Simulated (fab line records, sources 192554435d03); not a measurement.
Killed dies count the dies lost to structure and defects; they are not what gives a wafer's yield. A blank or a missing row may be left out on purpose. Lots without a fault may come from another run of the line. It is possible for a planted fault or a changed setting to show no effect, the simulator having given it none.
Matching of chambers    flow n5Finfet    N5_FIN_CUT_CUT_ETCH_15 on rieSi-01 has 4 sister chambers
The step etches Si in HBr/Cl2/O2, target depth 100 nm, bt time 10 s, time 42.4 s. 20 wafers are shown with their chamber, then 10 later ones without.

## WAFERS, EACH WITH ITS CHAMBER
wafer   chamber  drypumpMotorCurrentA (A)  oesProductAu (a.u.)
L074.3  3        5.8                       1.002
L074.5  2        5.7                       0.969
L074.6  3        5.8                       0.997
L075.2  1        5.2                       0.980
L075.5  2        5.7                       0.972
L075.6  3        5.8                       1.000
L077.2  2        5.7                       0.961
L077.3  0        5.0                       1.000
L077.4  3        5.8                       0.996
L081.2  1        5.2                       0.985
L081.4  0        5.0                       1.004
L081.6  3        5.8                       0.990
L084.1  2        5.8                       0.972
L084.2  1        5.2                       0.987
L084.5  2        5.8                       0.965
L087.1  2        5.7                       0.963
L087.2  3        5.8                       1.000
L087.3  0        5.0                       1.004
L088.1  3        5.7                       0.994
L088.2  0        5.0                       1.004

SIGNATURES (means of the wafers above)
reading               chamber 0  chamber 1  chamber 2  chamber 3  scatter within a chamber
drypumpMotorCurrentA  5.000      5.200      5.733      5.786      0.037
oesProductAu          1.00300    0.98400    0.96700    0.99700    0.00395
Rule: for a wafer and a chamber, the distance is found by dividing, reading by reading, the gap between the wafer's reading and the chamber's mean by the reading's scatter, squaring, summing and taking the root. The wafer belongs to the nearest chamber; if the next one is less than 2 further off, it can't be placed. The scatter: the root of (the sum of the squares of (reading less its chamber's mean) over the shown wafers, divided by (wafers less chambers)).

## WAFERS WHOSE CHAMBER IS MISSING
wafer   drypumpMotorCurrentA (A)  oesProductAu (a.u.)
L088.3  5.8                       0.971
L095.3  5.7                       0.967
L095.5  5.7                       0.974
L095.6  5.2                       0.977
L096.2  5.8                       0.998
L096.3  5.0                       1.000
L096.5  5.7                       0.965
L097.2  5.8                       0.972
L097.4  5.8                       0.991
L097.5  5.2                       0.988

## CHAMBER TAKEN BY EACH
wafer   from the rows above  in truth
L088.3  2                    2
L095.3  2                    2
L095.5  2                    2
L095.6  1                    1
L096.2  3                    3
L096.3  0                    0
L096.5  2                    2
L097.2  2                    2
L097.4  3                    3
L097.5  1                    1
Placed correctly: 10 of 10. Left unplaced by these rows: 0. Wrongly placed: 0.
